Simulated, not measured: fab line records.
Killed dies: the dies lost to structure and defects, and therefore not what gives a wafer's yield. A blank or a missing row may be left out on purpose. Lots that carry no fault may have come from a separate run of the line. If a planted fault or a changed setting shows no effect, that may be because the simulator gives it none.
Matching of chambers ; flow n5Finfet ; 4 sister chambers for N5_BEOL_M5_CMP_52 on cmp-02
The step polishes, stops on SiCOH lowk, t overpolish 6.9 s, target thk 62 nm. 4 wafers are shown with their chamber, then 8 later ones without.

== WAFERS, EACH WITH ITS CHAMBER ==
wafer;chamber;motorCurrentA (A)
L233.2;1;7.0
L236.1;3;6.3
L236.6;0;6.4
L237.1;2;5.5

== WAFERS WITHOUT THEIR CHAMBER ==
wafer;motorCurrentA (A)
L237.4;6.4
L237.5;5.5
L243.3;6.4
L243.4;6.7
L243.5;6.2
L244.2;6.5
L244.4;5.5
L244.5;6.4

== CHAMBER TAKEN BY EACH ==
wafer;from the rows above;in truth
L237.4;can't be placed: 0 or 3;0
L237.5;2;2
L243.3;can't be placed: 0 or 3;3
L243.4;can't be placed: 0 or 1 or 3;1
L243.5;can't be placed: 3 or 0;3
L244.2;can't be placed: 0 or 3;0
L244.4;2;2
L244.5;can't be placed: 0 or 3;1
Placed correctly: 2 of 8. Can't be placed from these rows: 6 (the true chamber is among the candidates in 5). 0 placed wrongly.
How it was worked out, from the rows above alone: a wafer's distance from a chamber is the root of the sum, over the readings, of the square of ((its reading less the chamber's mean) divided by the reading's scatter). The wafer belongs to the nearest chamber; if the next one is less than 2 further off, it can't be placed. For every chamber, the mean is computed from those of its wafers that are shown. The scatter (one wafer shown for each chamber): square how far every hidden wafer sits from the nearest shown wafer, average those squares and take the square root.
